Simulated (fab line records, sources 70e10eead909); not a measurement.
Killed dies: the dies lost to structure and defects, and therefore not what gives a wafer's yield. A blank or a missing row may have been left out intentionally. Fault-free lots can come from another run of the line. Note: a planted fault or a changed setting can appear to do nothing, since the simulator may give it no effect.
Chamber matching | flow nandHarc | 4 sister chambers for NHARC_A_BLC_CMP_25 on cmp-03
The step polishes, t overpolish 30 s, target thk 150 nm. 8 wafers are shown with their chamber, then 8 later ones without.

EACH WAFER AND ITS CHAMBER
wafer  | chamber | motorCurrentA (A) | timeToEndpointS (s)
L076.1 | 3       | 12.5              | 27.5
L078.2 | 1       | 12.6              | 29.0
L078.4 | 0       | 12.5              | 22.8
L078.6 | 2       | 12.8              | 26.2
L086.2 | 2       | 11.9              | 29.7
L086.5 | 0       | 12.0              | 28.6
L086.6 | 3       | 12.1              | 30.4
L090.1 | 1       | 12.5              | 28.4

WAFERS WHOSE CHAMBER IS MISSING
wafer  | motorCurrentA (A) | timeToEndpointS (s)
L090.2 | 12.8              | 26.2
L090.5 | 13.1              | 30.3
L088.2 | 12.4              | 27.3
L088.4 | 12.8              | 28.0
L088.5 | 13.1              | 29.7
L094.2 | 12.9              | 27.1
L094.3 | 12.6              | 24.5
L094.4 | 13.1              | 23.5

CHAMBER TAKEN BY EACH
wafer  | from the rows above               | in truth
L090.2 | can't be placed: 1 or 2 or 0 or 3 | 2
L090.5 | can't be placed: 1 or 3 or 2 or 0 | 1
L088.2 | can't be placed: 2 or 1 or 3 or 0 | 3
L088.4 | can't be placed: 1 or 2 or 3 or 0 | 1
L088.5 | can't be placed: 1 or 2 or 3 or 0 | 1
L094.2 | can't be placed: 1 or 2 or 3 or 0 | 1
L094.3 | can't be placed: 0 or 2 or 1 or 3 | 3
L094.4 | can't be placed: 0 or 1 or 2 or 3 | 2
0 of 8 placed correctly. Cannot be placed on the basis of these rows: 8; the candidates contain the true chamber in 8. Placed wrongly: 0.
How it was worked out, from the rows above alone: a wafer's distance from a chamber is the root of the sum, over the readings, of the square of ((its reading less the chamber's mean) divided by the reading's scatter). If the next closest chamber is less than 2 further off than the closest, the wafer can't be placed; otherwise it belongs to the closest. The mean given for a chamber averages the wafers shown for that chamber. The scatter: take each reading less its chamber's mean, square it, sum over the shown wafers, divide by the number of wafers less the number of chambers, and take the root.
